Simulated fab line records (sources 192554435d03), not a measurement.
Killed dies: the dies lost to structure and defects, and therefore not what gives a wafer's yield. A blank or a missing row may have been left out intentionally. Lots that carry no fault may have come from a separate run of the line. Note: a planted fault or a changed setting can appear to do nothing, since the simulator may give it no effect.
Matching of chambers ; flow n5Finfet ; N5_BEOL_M1_ETCH_64 on rieDiel-05 has 4 sister chambers
The step etches SOC in N2/H2, target depth 75 nm, overetch 15 nm, time 112.5 s. 22 wafers are shown with their chamber, then 11 later ones without.

== WAFERS WITH THEIR CHAMBER ==
wafer;chamber;drypumpMotorCurrentA (A);showerheadPlenumPTorr (Torr);throttleValvePct (%)
L075.2;2;5.0;2.66;18.5
L075.4;3;5.6;2.67;17.7
L075.5;1;5.7;2.59;17.8
L076.1;1;5.7;2.59;17.8
L076.3;3;5.6;2.67;17.7
L076.4;2;5.0;2.66;18.5
L080.1;0;6.1;2.41;18.1
L080.2;3;5.6;2.66;17.7
L080.4;2;5.0;2.65;18.5
L081.1;1;5.7;2.58;17.9
L081.2;2;5.0;2.65;18.5
L081.3;3;5.6;2.66;17.7
L083.1;0;6.2;2.41;18.1
L083.2;2;5.0;2.65;18.5
L083.4;3;5.6;2.66;17.7
L084.1;1;5.7;2.58;17.9
L084.2;3;5.6;2.66;17.7
L084.3;2;5.0;2.65;18.5
L084.4;0;6.1;2.41;18.1
L084.5;0;6.1;2.41;18.1
L084.6;1;5.7;2.58;17.9
L085.2;1;5.7;2.58;17.9

SIGNATURES (averages over the wafers above)
reading;chamber 0;chamber 1;chamber 2;chamber 3;scatter within a chamber
drypumpMotorCurrentA;6.125;5.700;5.000;5.600;0.0204
showerheadPlenumPTorr;2.4100;2.5833;2.6533;2.6633;0.00471
throttleValvePct;18.100;17.867;18.500;17.700;0.0272
Rule: for a wafer and a chamber, the distance is found by dividing, reading by reading, the gap between the wafer's reading and the chamber's mean by the reading's scatter, squaring, summing and taking the root. The wafer belongs to the nearest chamber; if the next one is less than 2 further off, it can't be placed. How the scatter is found: for the shown wafers, subtract from each reading the mean of its chamber, square and add these, divide the total by (wafers less chambers), then take the root.

== WAFERS WITH NO CHAMBER GIVEN ==
wafer;drypumpMotorCurrentA (A);showerheadPlenumPTorr (Torr);throttleValvePct (%)
L085.3;6.2;2.40;18.1
L085.6;5.6;2.66;17.7
L091.2;5.7;2.58;17.9
L091.3;6.2;2.40;18.1
L091.4;5.6;2.65;17.8
L094.2;5.7;2.57;17.9
L094.5;5.0;2.64;18.5
L094.6;5.7;2.57;17.9
L095.1;5.6;2.65;17.8
L095.3;5.7;2.57;17.9
L095.4;6.1;2.40;18.1

== EACH ONE'S CHAMBER ==
wafer;from the rows above;in truth
L085.3;0;0
L085.6;3;3
L091.2;1;1
L091.3;0;0
L091.4;3;3
L094.2;1;1
L094.5;2;2
L094.6;1;1
L095.1;3;3
L095.3;1;1
L095.4;0;0
Placed correctly: 11 of 11. Can't be placed from these rows: 0. Number placed wrongly: 0.
